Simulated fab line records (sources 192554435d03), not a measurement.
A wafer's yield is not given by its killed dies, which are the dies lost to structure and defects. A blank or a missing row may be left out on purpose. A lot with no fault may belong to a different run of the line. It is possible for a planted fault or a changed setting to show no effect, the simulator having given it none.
fab line records	flow n5_finfet
record lots=6	wafers=17	last_day=17
route steps=1938 shown MOL_CONTACT_COAG@525
lots with no fault: from the same line, run without faults
start_h: hours from the record's first day to the start of the lot's first wafer shown	wait_h: hours since the lot's step before	" unchanged from the row above	L1.1+2: several wafers, shown together as one row	- no value, or no start given	* or withheld: withheld	< > ~ a bound
route shown NAME@n: a module of which the file shows steps, and the number in the route of the first	usual: mean/standard deviation of fault-free wafers	same: alike in all rows	chamber/n: place in a boat	sites: readings site by site	_std_site: the values' standard deviation	_edge_site: outer sites' mean less inner sites'	radius_mm: how far each site lies from the wafer's centre	mask NAME#n: copy n	behind: the most recent tool/chamber to have shaped the wafer	hold: why the lot was held/for how many hours/how that ended	device: the n, p or np transistor that did not switch	end of line: at the end of the route, the tests of the same wafers	where a step has no rows: the recipe by itself	killed: the dies lost at the first sort to structure and to defects; this is not the yield of the wafer	map: a wafer's dies, marking killed ones x, the rest . and places with no die _
set.NAME: setting as actually run; set.NAME@STEP: the setting as run at that earlier step	model.NAME: the simulator's own value behind a step, which no gauge read
certain route steps with their lots: each step a table, each wafer a row
services: when a tool's chamber went out of use (start_h, in hours from the record's first day, below 0 if earlier), for how many hours, and the reason
## steps
# step N5_MOL_CONTACT_COAG_DEVELOP_07
# recipe develop_time_s=30	developer=TMAH	resist=CAR-EUV	rinse_liquid=surfactant_rinse	dry=air_spin	dev_temp_c=23
# step N5_MOL_CONTACT_COAG_CD_MEAS_08
# recipe target_cd_nm=28	landing_energy_ev=500	detector=se_inlens	polarity=opening
# usual cd_nm=27.97/0.26
lot.wafer	tool	chamber	start_h	wait_h	cd_nm
L729.2	cd_sem-01	0	111.54	-	28.30
L729.3	"	0	"	"	28.22
L729.5	"	0	"	"	28.21
L735.1	cd_sem-03	0	138.28	-	28.17
L735.4	"	0	"	"	27.78
L736.1	cd_sem-02	0	145.99	-	28.22
L736.3	"	0	"	"	27.88
L736.4	"	0	"	"	27.80
L746.2	cd_sem-03	0	206.61	-	27.97
L746.4	"	0	"	"	27.90
L746.5	"	0	"	"	28.10
L747.1	cd_sem-02	0	208.11	-	28.19
L747.4	"	0	"	"	28.05
L747.6	"	0	"	"	28.23
L748.2	cd_sem-03	0	214.76	-	28.27
L748.5	"	0	"	"	28.17
L748.6	"	0	"	"	28.32
# step N5_MOL_CONTACT_COAG_OVL_MEAS_09
# recipe points_per_wafer=522
# usual CA_OVL=-0.2/0.7
lot.wafer	tool	chamber	start_h	wait_h	CA_OVL[nm]
L729.2	overlay-01	0	111.57	0.0	-0.9
L729.3	"	0	"	"	0.2
L729.5	"	0	"	"	-0.8
L735.1	overlay-02	0	138.31	0.0	-0.9
L735.4	"	0	"	"	0.1
L736.1	overlay-02	0	146.02	0.0	-0.7
L736.3	"	0	"	"	-0.9
L736.4	"	0	"	"	0.2
L746.2	overlay-01	0	206.65	0.0	0.0
L746.4	"	0	"	"	-0.1
L746.5	"	0	"	"	-1.1
L747.1	overlay-02	0	208.14	0.0	-1.0
L747.4	"	0	"	"	-1.2
L747.6	"	0	"	"	-0.1
L748.2	overlay-02	0	214.80	0.0	-1.1
L748.5	"	0	"	"	-1.0
L748.6	"	0	"	"	-0.8
# step N5_MOL_CONTACT_COAG_INSPECT_10
# recipe mode=adi	inspect_instrument=brightfield
# usual raw_defect_count=65/24
lot.wafer	tool	chamber	start_h	wait_h	raw_defect_count
L729.2	defect_inspect-02	-	111.63	0.0	36
L729.3	"	-	"	"	57
L729.5	"	-	"	"	62
L735.1	defect_inspect-01	-	138.38	0.1	53
L735.4	"	-	"	"	76
L736.1	defect_inspect-02	-	146.27	0.2	46
L736.3	"	-	"	"	75
L736.4	"	-	"	"	61
L746.2	defect_inspect-01	-	206.70	0.0	65
L746.4	"	-	"	"	38
L746.5	"	-	"	"	31
L747.1	defect_inspect-02	-	208.20	0.1	53
L747.4	"	-	"	"	60
L747.6	"	-	"	"	46
L748.2	defect_inspect-01	-	214.85	0.0	30
L748.5	"	-	"	"	59
L748.6	"	-	"	"	58
# step N5_MOL_CONTACT_COAG_DESCUM_13
# recipe chemistry=O2	time_s=7	source_power_w=50	bias_power_w=20	pressure_mtorr=20	rf_frequency_hz=2.712e+07	temp_c=40	resist=CAR-EUV	o2_flow_sccm=225
# usual bias_power_w=20.00/0.056	chamber_pressure_mTorr=20.001/0.019	drypump_motor_current_A=5.7/0.45	o2_flow_sccm=225.1/0.68	oes_product_au=0.78/0.088	rf_vpp_V=243.1/1.3	showerhead_plenum_p_Torr=2.09/0.071	throttle_valve_pct=20.39/0.2
lot.wafer	tool	chamber	start_h	wait_h	bias_power_w	chamber_pressure_mTorr	drypump_motor_current_A	o2_flow_sccm	oes_product_au	rf_hours_counter_h	rf_vpp_V	showerhead_plenum_p_Torr	throttle_valve_pct
L729.2	rie_diel-03	3	111.86	0.2	20.01	19.957	5.7	224.7	0.70	234	241.1	1.98	20.62
L729.3	"	2	"	"	19.97	19.975	5.4	225.3	0.83	73	243.2	2.11	20.14
L729.5	"	3	"	"	19.96	20.023	5.7	224.1	0.70	-	241.5	1.98	20.64
L735.1	rie_diel-03	3	138.65	0.3	19.95	19.974	5.7	225.2	0.70	243	239.5	1.97	20.65
L735.4	"	2	"	"	19.99	20.011	5.4	224.5	0.82	83	243.5	2.11	20.18
L736.1	rie_diel-03	1	146.43	0.2	20.01	20.005	5.3	224.5	0.87	58	242.0	2.13	20.19
L736.3	"	2	"	"	19.93	19.998	5.4	225.6	0.83	86	243.2	2.11	20.17
L736.4	"	3	"	"	19.91	20.007	5.7	224.5	0.69	246	240.9	1.97	20.65
L746.2	rie_diel-03	1	206.73	0.0	20.05	20.008	5.3	224.8	0.83	84	244.0	2.12	20.22
L746.4	"	3	"	"	20.02	20.052	5.7	224.8	0.96	6	245.2	2.23	20.27
L746.5	"	3	"	"	20.05	20.041	5.7	224.4	0.96	-	244.8	2.23	20.27
L747.1	rie_diel-04	1	208.24	0.0	19.99	19.994	6.3	225.2	0.99	2	241.8	2.06	20.14
L747.4	"	0	"	"	19.92	20.015	6.7	224.7	0.92	10	244.8	2.24	20.44
L747.6	"	3	"	"	19.93	19.995	6.4	224.6	0.87	-	243.7	2.13	20.48
L748.2	rie_diel-02	1	214.98	0.1	20.04	19.983	6.2	224.7	0.71	226	244.7	2.14	20.31
L748.5	"	3	"	"	20.02	19.988	5.6	225.3	0.73	-	243.4	2.08	20.41
L748.6	"	2	"	"	20.01	19.996	5.2	225.5	0.69	-	243.5	2.16	20.84
# step N5_MOL_CONTACT_COAG_ETCH_59
# recipe chemistry=N2/H2	target=underlayer	target_depth_a=130	mask_material=CAR-EUV	time_s=10.4	ion_energy_ev=200	pressure_mtorr=30	source_w=840	bias_w=150	n2_flow_sccm=200	h2_flow_sccm=200	ends=cleared
# usual chamber_pressure_mTorr=29.999/0.029	drypump_motor_current_A=5.7/0.44	etch_rf_on_time_s=10.38/0.26	oes_product_au=0.66/0.073	rf_vpp_V=523.8/2.5	showerhead_plenum_p_Torr=2.54/0.086	throttle_valve_pct=17.82/0.24
lot.wafer	tool	chamber	start_h	wait_h	chamber_pressure_mTorr	drypump_motor_current_A	etch_rf_on_time_s	oes_product_au	rf_hours_counter_h	rf_vpp_V	showerhead_plenum_p_Torr	throttle_valve_pct
L729.2	rie_diel-03	3	111.89	0.0	30.010	5.7	10.52	0.60	234	519.3	2.39	18.01
L729.3	"	2	"	"	30.033	5.5	10.25	0.71	73	524.5	2.56	17.50
L729.5	"	3	"	"	29.960	5.7	10.58	0.60	-	519.8	2.39	18.02
L735.1	rie_diel-03	3	138.69	0.0	29.964	5.7	10.53	0.60	243	518.9	2.39	18.02
L735.4	"	2	"	"	30.008	5.5	10.21	0.70	83	524.7	2.55	17.53
L736.1	rie_diel-03	1	146.46	0.0	30.019	5.3	10.63	0.72	58	525.1	2.59	17.55
L736.3	"	2	"	"	30.025	5.4	10.21	0.70	86	525.5	2.55	17.55
L736.4	"	3	"	"	29.982	5.7	10.66	0.60	246	520.4	2.39	18.04
L746.2	rie_diel-03	1	206.77	0.0	30.028	5.3	10.55	0.69	84	525.3	2.58	17.58
L746.4	"	3	"	"	30.022	5.7	10.41	0.82	6	529.2	2.70	17.59
L746.5	"	3	"	"	29.980	5.7	10.35	0.82	-	529.6	2.70	17.60
L747.1	rie_diel-04	1	208.27	0.0	29.947	6.3	10.18	0.85	2	523.2	2.49	17.40
L747.4	"	0	"	"	30.009	6.7	10.30	0.78	10	529.2	2.73	17.86
L747.6	"	3	"	"	30.005	6.4	10.37	0.74	-	525.3	2.58	17.84
L748.2	rie_diel-02	1	215.01	0.0	29.994	6.2	10.70	0.60	226	526.6	2.62	17.94
L748.5	"	3	"	"	29.975	5.7	9.90	0.64	-	523.0	2.53	17.88
L748.6	"	2	"	"	30.021	5.2	10.55	0.59	-	525.4	2.63	18.40
# step N5_MOL_CONTACT_COAG_ETCH_105
# recipe chemistry=CF4	target=SiARC	target_depth_a=156	mask_material=CAR-EUV	time_s=26	ion_energy_ev=80	pressure_mtorr=40	source_w=545	bias_w=36	Ar_flow_sccm=100	cf4_flow_sccm=100	ends=cleared
# usual chamber_pressure_mTorr=40.00/0.041	drypump_motor_current_A=5.7/0.44	etch_rf_on_time_s=26.0/0.62	oes_product_au=0.66/0.073	rf_vpp_V=184.0/1.2	showerhead_plenum_p_Torr=2.13/0.068	throttle_valve_pct=15.57/0.2
lot.wafer	tool	chamber	start_h	wait_h	chamber_pressure_mTorr	drypump_motor_current_A	etch_rf_on_time_s	oes_product_au	rf_hours_counter_h	rf_vpp_V	showerhead_plenum_p_Torr	throttle_valve_pct
L729.2	rie_diel-03	3	111.91	0.0	39.98	5.7	26.4	0.61	234	183.5	2.03	15.88
L729.3	"	2	"	"	39.97	5.4	25.6	0.71	73	185.7	2.16	15.32
L729.5	"	3	"	"	40.00	5.7	26.4	0.61	-	183.0	2.03	15.88
L735.1	rie_diel-03	3	138.71	0.0	39.97	5.7	25.9	0.61	243	183.8	2.03	15.89
L735.4	"	2	"	"	39.96	5.5	25.5	0.70	83	185.2	2.16	15.35
L736.1	rie_diel-03	1	146.48	0.0	40.01	5.3	26.7	0.72	58	184.2	2.17	15.33
L736.3	"	2	"	"	40.01	5.4	25.9	0.69	86	183.6	2.16	15.35
L736.4	"	3	"	"	40.02	5.7	26.2	0.60	246	183.5	2.02	15.88
L746.2	rie_diel-03	1	206.79	0.0	39.92	5.3	26.5	0.69	84	185.5	2.16	15.38
L746.4	"	3	"	"	40.02	5.7	26.0	0.83	6	184.4	2.27	15.41
L746.5	"	3	"	"	40.03	5.7	25.9	0.82	-	186.8	2.27	15.41
L747.1	rie_diel-04	1	208.29	0.0	39.97	6.3	24.9	0.86	2	183.6	2.10	15.18
L747.4	"	0	"	"	40.07	6.7	26.2	0.78	10	184.7	2.27	15.50
L747.6	"	3	"	"	40.04	6.4	26.2	0.74	-	184.3	2.18	15.62
L748.2	rie_diel-02	1	215.03	0.0	40.00	6.2	26.8	0.60	226	184.6	2.20	15.62
L748.5	"	3	"	"	40.00	5.6	25.4	0.63	-	184.0	2.13	15.61
L748.6	"	2	"	"	39.96	5.2	26.3	0.59	-	184.3	2.19	15.97
# step N5_MOL_CONTACT_COAG_ETCH_106
# recipe chemistry=N2/H2	target=SOC	target_depth_a=800	overetch_a=160	mask_material=SiARC	temp_c=40	time_s=120	ion_energy_ev=200	pressure_mtorr=30	source_w=840	bias_w=150	n2_flow_sccm=200	h2_flow_sccm=200
# usual chamber_pressure_mTorr=30.002/0.029	drypump_motor_current_A=5.7/0.44	oes_product_au=0.69/0.076	rf_vpp_V=523.7/2.5	showerhead_plenum_p_Torr=2.54/0.086	throttle_valve_pct=17.80/0.24
lot.wafer	tool	chamber	start_h	wait_h	chamber_pressure_mTorr	drypump_motor_current_A	oes_product_au	rf_hours_counter_h	rf_vpp_V	showerhead_plenum_p_Torr	throttle_valve_pct
L729.2	rie_diel-03	3	111.94	0.0	29.985	5.7	0.64	234	520.2	2.39	17.98
L729.3	"	2	"	"	30.047	5.4	0.74	73	525.9	2.56	17.50
L729.5	"	3	"	"	30.018	5.7	0.64	-	519.5	2.39	17.98
L735.1	rie_diel-03	3	138.74	0.0	30.009	5.7	0.63	243	519.4	2.39	18.00
L735.4	"	2	"	"	30.071	5.4	0.73	83	524.7	2.55	17.51
L736.1	rie_diel-03	1	146.51	0.0	30.012	5.3	0.76	58	524.5	2.59	17.51
L736.3	"	2	"	"	30.040	5.4	0.73	86	524.3	2.55	17.53
L736.4	"	3	"	"	30.003	5.7	0.63	246	520.3	2.39	18.02
L746.2	rie_diel-03	1	206.81	0.0	30.050	5.3	0.73	84	523.5	2.58	17.56
L746.4	"	3	"	"	29.957	5.7	0.86	6	528.2	2.70	17.58
L746.5	"	3	"	"	29.988	5.7	0.85	-	528.4	2.70	17.60
L747.1	rie_diel-04	1	208.32	0.0	29.985	6.3	0.88	2	522.1	2.50	17.36
L747.4	"	0	"	"	30.051	6.7	0.82	10	527.7	2.73	17.82
L747.6	"	3	"	"	30.026	6.4	0.77	-	525.3	2.58	17.80
L748.2	rie_diel-02	1	215.06	0.0	29.993	6.2	0.63	226	526.0	2.62	17.90
L748.5	"	3	"	"	30.044	5.6	0.65	-	524.7	2.53	17.84
L748.6	"	2	"	"	29.990	5.2	0.63	-	525.9	2.63	18.39
# step N5_MOL_CONTACT_COAG_STRIP_107
# recipe chemistry=N2/H2	temp_c=40	n2_flow_sccm=200	h2_flow_sccm=200	rf_frequency_hz=6e+07
# step N5_MOL_CONTACT_COAG_STRIP_108
# recipe chemistry=N2/H2	temp_c=40	n2_flow_sccm=200	h2_flow_sccm=200	rf_frequency_hz=6e+07
# step N5_MOL_CONTACT_COAG_CONTACT_ETCH_14
# recipe chemistry=C4F6/O2	target=SiO2	target_depth_a=275	overetch_a=85	mask_material=SOC	pressure_mtorr=30	source_w=370	bias_w=185	Ar_flow_sccm=300	C4F6_flow_sccm=16	O2_flow_sccm=10	time_s=20	ion_energy_ev=259.6
# step N5_MOL_CONTACT_COAG_STRIP_109
# recipe chemistry=C4F6/O2	resist=SiARC	rf_frequency_hz=6e+07
# step N5_MOL_CONTACT_COAG_ETCH_15
# recipe chemistry=CH3F/O2	target=SiNx	target_depth_a=70	mask_material=SOC	stop_on=Si:P	over_etch_frac=0.75	ion_energy_ev=120	pressure_mtorr=30	source_w=395	bias_w=73	Ar_flow_sccm=150	CH3F_flow_sccm=30	O2_flow_sccm=20
# usual chamber_pressure_mTorr=30.001/0.027	drypump_motor_current_A=5.7/0.45	oes_f_703_au=0.77/0.082	oes_product_au=0.57/0.062	rf_vpp_V=299/6.8	showerhead_plenum_p_Torr=1.99/0.07	throttle_valve_pct=16.30/0.22
lot.wafer	tool	chamber	start_h	wait_h	chamber_pressure_mTorr	drypump_motor_current_A	oes_f_703_au	oes_product_au	rf_hours_counter_h	rf_vpp_V	showerhead_plenum_p_Torr	throttle_valve_pct	model.SOC_of_MOL_CONTACT_COAG_COAT_103.thk_nm
L729.2	rie_diel-03	3	112.08	0.0	29.976	5.7	0.73	0.53	234	283	1.90	16.63	75.4
L729.3	"	2	"	"	29.971	5.4	0.83	0.61	73	304	2.02	16.08	75.2
L729.5	"	3	"	"	29.979	5.7	0.74	0.52	-	282	1.90	16.64	75
L735.1	rie_diel-03	3	138.87	0.0	30.002	5.7	0.72	0.51	243	281	1.90	16.65	76.6
L735.4	"	2	"	"	29.981	5.4	0.82	0.60	83	303	2.02	16.10	74.8
L736.1	rie_diel-03	1	146.64	0.0	30.014	5.3	0.83	0.62	58	297	2.01	15.96	77
L736.3	"	2	"	"	29.992	5.4	0.81	0.58	86	303	2.02	16.11	77
L736.4	"	3	"	"	29.989	5.7	0.72	0.52	246	283	1.89	16.66	75.4
L746.2	rie_diel-03	1	206.95	0.0	30.029	5.3	0.79	0.60	84	297	2.01	16.01	75.2
L746.4	"	3	"	"	30.000	5.7	0.97	0.70	6	287	2.14	16.20	75.2
L746.5	"	3	"	"	29.992	5.7	0.98	0.70	-	287	2.14	16.20	75.2
L747.1	rie_diel-04	1	208.46	0.0	29.956	6.3	1.00	0.71	2	290	1.96	15.92	75.6
L747.4	"	0	"	"	30.074	6.7	0.90	0.67	10	311	2.13	16.26	75.6
L747.6	"	3	"	"	29.995	6.4	0.83	0.63	-	305	2.05	16.42	75.6
L748.2	rie_diel-02	1	215.20	0.0	30.008	6.2	0.67	0.52	226	307	2.07	16.41	75
L748.5	"	3	"	"	30.048	5.6	0.76	0.53	-	300	2.00	16.42	75
L748.6	"	2	"	"	30.005	5.2	0.69	0.51	-	296	2.06	16.73	75.2
# step N5_MOL_CONTACT_COAG_ETCH_110
# recipe chemistry=CF4/O2	target=Si	target_depth_a=25	time_s=8	pressure_mtorr=100	source_w=200	bias_w=12	ion_energy_ev=60	Ar_flow_sccm=100	cf4_flow_sccm=100	O2_flow_sccm=10
# usual chamber_pressure_mTorr=99.99/0.086	drypump_motor_current_A=5.7/0.45	oes_f_703_au=0.77/0.084	oes_product_au=0.78/0.085	rf_vpp_V=128/3.4	showerhead_plenum_p_Torr=2.22/0.07	throttle_valve_pct=10.74/0.25
lot.wafer	tool	chamber	start_h	wait_h	chamber_pressure_mTorr	drypump_motor_current_A	oes_f_703_au	oes_product_au	rf_hours_counter_h	rf_vpp_V	showerhead_plenum_p_Torr	throttle_valve_pct	model.SOC_of_MOL_CONTACT_COAG_COAT_103.thk_nm
L729.2	rie_diel-03	3	112.14	0.0	99.92	5.7	0.73	0.71	234	119	2.11	11.12	74
L729.3	"	2	"	"	100.11	5.4	0.84	0.83	73	130	2.24	10.45	73.6
L729.5	"	3	"	"	100.01	5.7	0.74	0.71	-	120	2.11	11.09	73.4
L735.1	rie_diel-03	3	138.93	0.0	99.96	5.7	0.73	0.28	243	119	2.10	11.13	75
L735.4	"	2	"	"	99.99	5.5	0.82	0.82	83	131	2.24	10.48	73.2
L736.1	rie_diel-03	1	146.70	0.0	99.90	5.3	0.82	0.42	58	128	2.26	10.45	75.4
L736.3	"	2	"	"	99.92	5.4	0.82	0.44	86	130	2.24	10.49	75.4
L736.4	"	3	"	"	100.08	5.7	0.72	0.70	246	120	2.10	11.14	74
L746.2	rie_diel-03	1	207.01	0.0	99.97	5.3	0.80	0.82	84	128	2.25	10.51	73.6
L746.4	"	3	"	"	100.19	5.7	0.99	0.96	6	123	2.36	10.44	73.6
L746.5	"	3	"	"	100.01	5.7	0.99	0.96	-	122	2.36	10.43	73.8
L747.1	rie_diel-04	1	208.52	0.0	99.93	6.3	1.01	0.99	2	123	2.18	10.25	74
L747.4	"	0	"	"	100.09	6.7	0.90	0.92	10	134	2.36	10.52	74.2
L747.6	"	3	"	"	99.97	6.4	0.84	0.86	-	130	2.26	10.64	74.2
L748.2	rie_diel-02	1	215.26	0.0	100.12	6.2	0.66	0.70	226	133	2.29	10.89	73.6
L748.5	"	3	"	"	100.00	5.6	0.76	0.74	-	128	2.21	10.82	73.4
L748.6	"	2	"	"	100.16	5.2	0.69	0.69	-	128	2.28	11.21	73.6
# step N5_MOL_CONTACT_COAG_STRIP_98
# recipe chemistry=N2/H2	power_w=500	temp_c=40	pressure_mtorr=50	rf_frequency_hz=6e+07	overash_fraction=0.3	bias_power_w=8	h2_frac=0.5	n2_flow_sccm=300	h2_flow_sccm=300
# usual bias_power_w=8.001/0.024	chamber_pressure_mTorr=50.01/0.081	drypump_motor_current_A=5.8/0.45	oes_product_au=0.78/0.088	rf_vpp_V=54.3/1.5	showerhead_plenum_p_Torr=3.35/0.11	throttle_valve_pct=18.9/0.4
# same overash_fraction=0.3
lot.wafer	tool	chamber	start_h	wait_h	bias_power_w	chamber_pressure_mTorr	drypump_motor_current_A	oes_product_au	rf_hours_counter_h	rf_vpp_V	showerhead_plenum_p_Torr	throttle_valve_pct
L729.2	rie_diel-03	3	112.19	0.0	7.994	50.00	5.7	0.70	234	53.8	3.17	19.1
L729.3	"	2	"	"	8.018	49.97	5.4	0.83	73	52.5	3.38	18.5
L729.5	"	3	"	"	7.985	50.04	5.7	0.71	-	56.1	3.17	19.1
L735.1	rie_diel-03	3	138.98	0.0	8.069	49.97	5.7	0.69	243	55.0	3.16	19.1
L735.4	"	2	"	"	8.015	50.02	5.5	0.81	83	54.4	3.37	18.5
L736.1	rie_diel-03	1	146.75	0.0	8.035	50.03	5.3	0.86	58	53.9	3.42	18.5
L736.3	"	2	"	"	7.971	50.05	5.4	0.82	86	52.5	3.37	18.5
L736.4	"	3	"	"	8.011	49.95	5.7	0.69	246	52.1	3.16	19.1
L746.2	rie_diel-03	1	207.06	0.0	7.966	50.02	5.3	0.82	84	55.6	3.40	18.5
L746.4	"	3	"	"	7.991	50.11	5.7	0.96	6	51.7	3.56	18.7
L746.5	"	3	"	"	7.990	49.88	5.7	0.95	-	54.0	3.56	18.7
L747.1	rie_diel-04	1	208.56	0.0	8.024	49.83	6.3	0.99	2	53.2	3.30	18.2
L747.4	"	0	"	"	7.986	49.98	6.7	0.94	10	54.2	3.59	18.9
L747.6	"	3	"	"	8.008	50.02	6.4	0.88	-	54.9	3.41	18.8
L748.2	rie_diel-02	1	215.31	0.0	8.005	50.06	6.2	0.70	226	56.0	3.46	19.1
L748.5	"	3	"	"	8.006	50.08	5.6	0.71	-	56.5	3.34	19.1
L748.6	"	2	"	"	8.014	49.96	5.2	0.70	-	54.2	3.47	19.7
## services
tool	chamber	start_h	hours	kind
rie_diel-02	-	145.40	4.3	pm
rie_diel-03	3	158.12	-	clean
rie_diel-03	3	158.12	-	consumable_replace:focus_ring
rie_diel-03	3	158.12	-	consumable_replace:showerhead
rie_diel-03	3	158.12	16.4	scheduled_down
rie_diel-03	3	158.12	16.4	vent_cycle
rie_diel-02	-	163.03	3.2	repair
rie_diel-04	0	165.28	-	clean
rie_diel-04	0	165.28	-	consumable_replace:focus_ring
rie_diel-04	0	165.28	-	consumable_replace:showerhead
rie_diel-04	0	165.28	18.7	scheduled_down
rie_diel-04	0	165.28	18.7	vent_cycle
rie_diel-04	1	184.08	-	clean
rie_diel-04	1	184.08	-	consumable_replace:focus_ring
rie_diel-04	1	184.08	16.1	scheduled_down
rie_diel-04	1	184.08	16.1	vent_cycle
rie_diel-03	3	189.80	9.6	repair
## key
first_sign step=N5_MOL_CONTACT_COAG_ETCH_110	reading=oes_product_au	direction=down	sigmas=4.7	usual=0.78	struck=0.38
effect none on later readings
model_effect step=N5_MOL_CONTACT_COAG_ETCH_15	value=SOC_of_MOL_CONTACT_COAG_COAT_103.thk_nm	without=75.27	struck=76.87
model_effect step=N5_MOL_CONTACT_COAG_ETCH_110	value=SOC_of_MOL_CONTACT_COAG_COAT_103.thk_nm	without=73.87	struck=75.27
met_at N5_MOL_CONTACT_COAG_ETCH_15
struck_wafers L735.1,L736.1,L736.3
later_rows_left_out L735.1,L736.1,L736.3
sort_left_out L735.1,L736.1,L736.3
tester_left_out L735,L736
onset_between 112.08 138.87
fault kind=process_parameter_drift	tool=rie_diel-03	chamber=-	onset_h=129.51	steps=N5_MOL_CONTACT_COAG_ETCH_15	channel=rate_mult	offset=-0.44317	shape=step	end_h=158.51	scope=struck_wafers_only
# tester_left_out: of these lots the tester's yield and bins aren't shown, on N5 and GAA mostly nor the transistor test; their killed dies are dies lost to structure and defects alone, not to doping, threshold or leakage, so they don't give the yield
# sort_left_out: the simulated sort isn't trusted on such a fault, so these wafers' sort isn't shown, and their yield isn't known
# later_rows_left_out: the simulator's readings of these wafers behind a module that went badly wrong aren't trusted and aren't shown, but for the sort
